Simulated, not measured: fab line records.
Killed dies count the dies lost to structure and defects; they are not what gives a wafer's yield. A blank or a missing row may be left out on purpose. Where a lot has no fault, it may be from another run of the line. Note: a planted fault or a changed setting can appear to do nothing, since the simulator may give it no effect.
Matching of chambers || flow nandHarc || NHARC_P_M1_ETCH_28 on rieDiel-01 has 4 sister chambers
The step etches the open film in CF4/N2, target depth 30 nm, time 72.99 s. 14 wafers are shown with their chamber, then 7 later ones without.

## WAFERS WITH THEIR CHAMBER
{"wafer": "L886.2", "chamber": 3, "showerheadPlenumPTorr (Torr)": 2.68, "drypumpMotorCurrentA (A)": 6.1, "oesProductAu (a.u.)": 1.005}
{"wafer": "L886.3", "chamber": 0, "showerheadPlenumPTorr (Torr)": 2.52, "drypumpMotorCurrentA (A)": 5.9, "oesProductAu (a.u.)": 0.995}
{"wafer": "L886.4", "chamber": 2, "showerheadPlenumPTorr (Torr)": 2.74, "drypumpMotorCurrentA (A)": 6.3, "oesProductAu (a.u.)": 1.017}
{"wafer": "L888.1", "chamber": 1, "showerheadPlenumPTorr (Torr)": 2.81, "drypumpMotorCurrentA (A)": 5.7, "oesProductAu (a.u.)": 1.009}
{"wafer": "L888.3", "chamber": 0, "showerheadPlenumPTorr (Torr)": 2.52, "drypumpMotorCurrentA (A)": 5.9, "oesProductAu (a.u.)": 0.998}
{"wafer": "L888.5", "chamber": 1, "showerheadPlenumPTorr (Torr)": 2.81, "drypumpMotorCurrentA (A)": 5.7, "oesProductAu (a.u.)": 1.014}
{"wafer": "L890.1", "chamber": 2, "showerheadPlenumPTorr (Torr)": 2.73, "drypumpMotorCurrentA (A)": 6.3, "oesProductAu (a.u.)": 1.031}
{"wafer": "L890.3", "chamber": 0, "showerheadPlenumPTorr (Torr)": 2.51, "drypumpMotorCurrentA (A)": 5.8, "oesProductAu (a.u.)": 1.003}
{"wafer": "L890.6", "chamber": 2, "showerheadPlenumPTorr (Torr)": 2.73, "drypumpMotorCurrentA (A)": 6.3, "oesProductAu (a.u.)": 1.030}
{"wafer": "L891.3", "chamber": 0, "showerheadPlenumPTorr (Torr)": 2.51, "drypumpMotorCurrentA (A)": 5.9, "oesProductAu (a.u.)": 1.002}
{"wafer": "L891.4", "chamber": 2, "showerheadPlenumPTorr (Torr)": 2.73, "drypumpMotorCurrentA (A)": 6.3, "oesProductAu (a.u.)": 1.025}
{"wafer": "L891.6", "chamber": 3, "showerheadPlenumPTorr (Torr)": 2.68, "drypumpMotorCurrentA (A)": 6.1, "oesProductAu (a.u.)": 0.992}
{"wafer": "L901.3", "chamber": 1, "showerheadPlenumPTorr (Torr)": 2.80, "drypumpMotorCurrentA (A)": 5.6, "oesProductAu (a.u.)": 1.019}
{"wafer": "L901.5", "chamber": 3, "showerheadPlenumPTorr (Torr)": 2.67, "drypumpMotorCurrentA (A)": 6.1, "oesProductAu (a.u.)": 0.992}

SIGNATURES (averages over the wafers above)
{"reading": "showerheadPlenumPTorr", "chamber 0": 2.5150, "chamber 1": 2.8067, "chamber 2": 2.7325, "chamber 3": 2.6767, "scatter within a chamber": 0.00555}
{"reading": "drypumpMotorCurrentA", "chamber 0": 5.875, "chamber 1": 5.667, "chamber 2": 6.300, "chamber 3": 6.100, "scatter within a chamber": 0.0376}
{"reading": "oesProductAu", "chamber 0": 0.99950, "chamber 1": 1.01400, "chamber 2": 1.02575, "chamber 3": 0.99633, "scatter within a chamber": 0.00571}
Rule: distance of a wafer from a chamber = root of the sum over the readings of ((wafer's reading minus chamber's mean) / reading's scatter) squared. If the next closest chamber is less than 2 further off than the closest, the wafer can't be placed; otherwise it belongs to the closest. The scatter: the root of (the sum of the squares of (reading less its chamber's mean) over the shown wafers, divided by (wafers less chambers)).

## WAFERS MISSING THEIR CHAMBER
{"wafer": "L901.6", "showerheadPlenumPTorr (Torr)": 2.51, "drypumpMotorCurrentA (A)": 5.9, "oesProductAu (a.u.)": 0.987}
{"wafer": "L899.1", "showerheadPlenumPTorr (Torr)": 2.67, "drypumpMotorCurrentA (A)": 6.1, "oesProductAu (a.u.)": 1.001}
{"wafer": "L899.3", "showerheadPlenumPTorr (Torr)": 2.80, "drypumpMotorCurrentA (A)": 5.6, "oesProductAu (a.u.)": 1.021}
{"wafer": "L899.6", "showerheadPlenumPTorr (Torr)": 2.80, "drypumpMotorCurrentA (A)": 5.6, "oesProductAu (a.u.)": 1.030}
{"wafer": "L904.2", "showerheadPlenumPTorr (Torr)": 2.67, "drypumpMotorCurrentA (A)": 6.1, "oesProductAu (a.u.)": 0.992}
{"wafer": "L904.4", "showerheadPlenumPTorr (Torr)": 2.51, "drypumpMotorCurrentA (A)": 5.9, "oesProductAu (a.u.)": 0.992}
{"wafer": "L904.6", "showerheadPlenumPTorr (Torr)": 2.80, "drypumpMotorCurrentA (A)": 5.6, "oesProductAu (a.u.)": 1.011}

## EACH ONE'S CHAMBER
{"wafer": "L901.6", "from the rows above": 0, "in truth": 0}
{"wafer": "L899.1", "from the rows above": 3, "in truth": 3}
{"wafer": "L899.3", "from the rows above": 1, "in truth": 1}
{"wafer": "L899.6", "from the rows above": 1, "in truth": 1}
{"wafer": "L904.2", "from the rows above": 3, "in truth": 3}
{"wafer": "L904.4", "from the rows above": 0, "in truth": 0}
{"wafer": "L904.6", "from the rows above": 1, "in truth": 1}
Correctly placed: 7 of 7. Can't be placed from these rows: 0. 0 placed wrongly.
